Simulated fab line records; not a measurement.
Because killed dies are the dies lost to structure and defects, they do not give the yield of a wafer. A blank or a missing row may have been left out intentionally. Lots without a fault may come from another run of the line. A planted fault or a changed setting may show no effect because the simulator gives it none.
Comparing a struck lot with a sound one + flow nand harc + 41 out of 1159 route steps
Sound: wafers L766.1, L766.2, L766.4. Struck: wafer L776.1 (left out: L776.2, L776.3 of the same lot, which were not struck); the cause appears at the end.
For every step that has rows: the tool of each side, followed by ch and its chambers, followed by its first start. Under that, the readings that differ: sound wafers + struck wafers + difference of the means + sigmas: that difference in standard deviations of wafers without a fault.
alike: same words and numbers on both sides, and readings whose means sit less than 2 such deviations apart. not compared: any withheld reading, any reading some wafer has no value for, any bound like >300 that may hide the same value, and any number with overlapping values for which the record gives no deviation.
A row with sigmas, a row that says differs or no value, or rows on one side alone: a step with any of these is where the two part. Non-overlapping numbers with no deviation appear without sigmas and do not part them. Lack of a reading on every wafer of one side parts them only where that side has two or more wafers.

first, 1 step without rows for these wafers: NHARC_THIN_TSV_HARDBAKE_13 (time 80 s).
NHARC_THIN_TSV_DESCUM_14: chemistry O2, time 3 s.
  sound on rie diel-10 ch 0,2,3, day 19 05:26; struck on rie diel-02 ch 1, day 22 23:55
| reading                | sound | struck | difference | sigmas |
|------------------------|-------|--------|------------|--------|
| rf hours counter h (h) | 4 5 4 | 2      | -2         |        |
  alike: chamber pressure mTorr, drypump motor current A, oes product au, rf vpp V, showerhead plenum p Torr, throttle valve pct
NHARC_THIN_TSV_ETCH_44: etches the open film in CF4/O2, target depth 1594.2 nm, time 797.1 s.
  sound on rie diel-10 ch 0,2,3, day 19 05:34; struck on rie diel-02 ch 2, day 23 00:01
| reading                         | sound          | struck | difference | sigmas |
|---------------------------------|----------------|--------|------------|--------|
| rf hours counter h (h)          | 4 5 5          | 2      | -3         |        |
| rf vpp V (V)                    | 798 800 794    | 785    | -12        | -3     |
| showerhead plenum p Torr (Torr) | 1.89 1.92 1.83 | 1.70   | -0.18      | -3     |
  alike: chamber pressure mTorr, drypump motor current A, oes product au, throttle valve pct
then, 1 step without rows for these wafers: NHARC_THIN_TSV_ETCH_15 (target depth 3000 nm, bosch target overetch cycles 2, bosch etch step 2.8 s).
NHARC_THIN_TSV_CD_MEAS_16:
  sound on cd sem-03 at day 19 06:16; struck on cd sem-01 at day 23 00:43
  alike: cd nm
then, 5 steps without rows for these wafers: NHARC_THIN_TSV_STRIP_45 (strips in O2); NHARC_THIN_TSV_STRIP_46 (strips in post etch residue remover, time 1200 s); NHARC_THIN_TSV_DEP_47 (deposits SiO2, target thk 200 nm); NHARC_THIN_TSV_ETCHBACK_48 (etches the open film in C4F8/Ar, target depth 1028.5 nm, time 405.17 s); NHARC_THIN_TSV_STRIP_62 (strips in N2/H2, time 20 s).
NHARC_THIN_TSV_DEGAS_49: time 120 s.
  sound on pvd sputter-01 at day 19 08:04; struck on pvd sputter-01 at day 23 02:47
  alike: heater power w
then, 1 step without rows for these wafers: NHARC_THIN_TSV_PRE_CLEAN_50 (time 30 s).
NHARC_THIN_TSV_PVD_19: deposits TaN, target thk 20 nm.
  sound on pvd sputter-01 at day 19 08:12; struck on pvd sputter-01 at day 23 02:56
  alike: throttle valve pct
then, 5 steps without rows for these wafers: NHARC_THIN_TSV_PVD_51 (deposits Cu, target thk 100 nm); NHARC_THIN_TSV_ECD_20 (material Cu, target thk 2000 nm); NHARC_THIN_TSV_ANNEAL_52 (time 90 s); NHARC_THIN_TSV_CMP_21 (polishes, t overpolish 30 s, target thk 2000 nm); NHARC_THIN_TSV_SRD_23.
NHARC_THIN_TSV_DEGAS_53: time 60 s.
  sound on pvd sputter-03 at day 19 10:07; struck on pvd sputter-01 at day 23 04:47
  alike: heater power w
NHARC_THIN_TSV_PRE_CLEAN_54: time 30 s.
  sound on pvd sputter-03 at day 19 10:11; struck on pvd sputter-01 at day 23 04:52
  alike: heater power w
then, 10 steps without rows for these wafers: NHARC_THIN_TSV_PVD_55 (deposits TiN, target thk 50 nm); NHARC_THIN_TSV_PVD_24 (deposits Al, target thk 800 nm); NHARC_THIN_TSV_DEHYDRATE_25 (time 120 s); NHARC_THIN_TSV_HMDS_26 (time 30 s); NHARC_THIN_TSV_COAT_27; NHARC_THIN_TSV_SOFTBAKE_28 (time 95 s); NHARC_THIN_TSV_EBR_29; NHARC_THIN_TSV_EXPOSE_30 (exposes mask PAD); NHARC_THIN_TSV_PEB_31 (peb time 85 s); NHARC_THIN_TSV_DEVELOP_32 (time 70 s).
NHARC_THIN_TSV_CD_MEAS_33: target cd 5000 nm.
  sound on cd sem-03 ch 0, day 19 11:08; struck on cd sem-02 ch 0, day 23 05:55
  alike: cd nm
then, 6 steps without rows for these wafers: NHARC_THIN_TSV_HARDBAKE_34 (time 80 s); NHARC_THIN_TSV_DESCUM_35 (chemistry O2, time 3 s); NHARC_THIN_TSV_ETCH_59 (etches the open film in Cl2/BCl3, target depth 880 nm, time 138.1 s); NHARC_THIN_TSV_ETCH_36 (etches the open film in Cl2/BCl3, target depth 65 nm, time 18.571 s); NHARC_THIN_TSV_STRIP_56 (strips in O2); NHARC_THIN_TSV_STRIP_57 (strips in post etch residue remover, time 1200 s).
NHARC_THIN_TSV_CD_MEAS_37:
  sound on cd sem-02 at day 19 12:35; struck on cd sem-02 at day 23 07:22
  alike: cd nm
then, 1 step without rows for these wafers: NHARC_THIN_TSV_ANNEAL_58 (time 1800 s).
NHARC_END_WLT_00:
  sound on prober-02 at day 20 05:39; struck on prober-01 at day 23 09:24
  alike: VT_DECK1_BOTTOM, VT_DECK1_BOTTOM_INNER, VT_DECK1_MEDIAN_NEAR_BOTTOM, VT_DECK1_MEDIAN_NEAR_BOTTOM_INNER, VT_DECK1_MIDDLE, VT_DECK1_MIDDLE_INNER, VT_DECK1_TOP, VT_DECK1_TOP_INNER
NHARC_END_SORT_01:
  here the record holds rows for the struck wafers (prober-01 ch 0, day 23 12:26) but none for the sound ones

## WHERE THEY PART
At NHARC_THIN_TSV_ETCH_44 first; at NHARC_END_SORT_01 last (within this record only).

WHY: what the simulator had put in
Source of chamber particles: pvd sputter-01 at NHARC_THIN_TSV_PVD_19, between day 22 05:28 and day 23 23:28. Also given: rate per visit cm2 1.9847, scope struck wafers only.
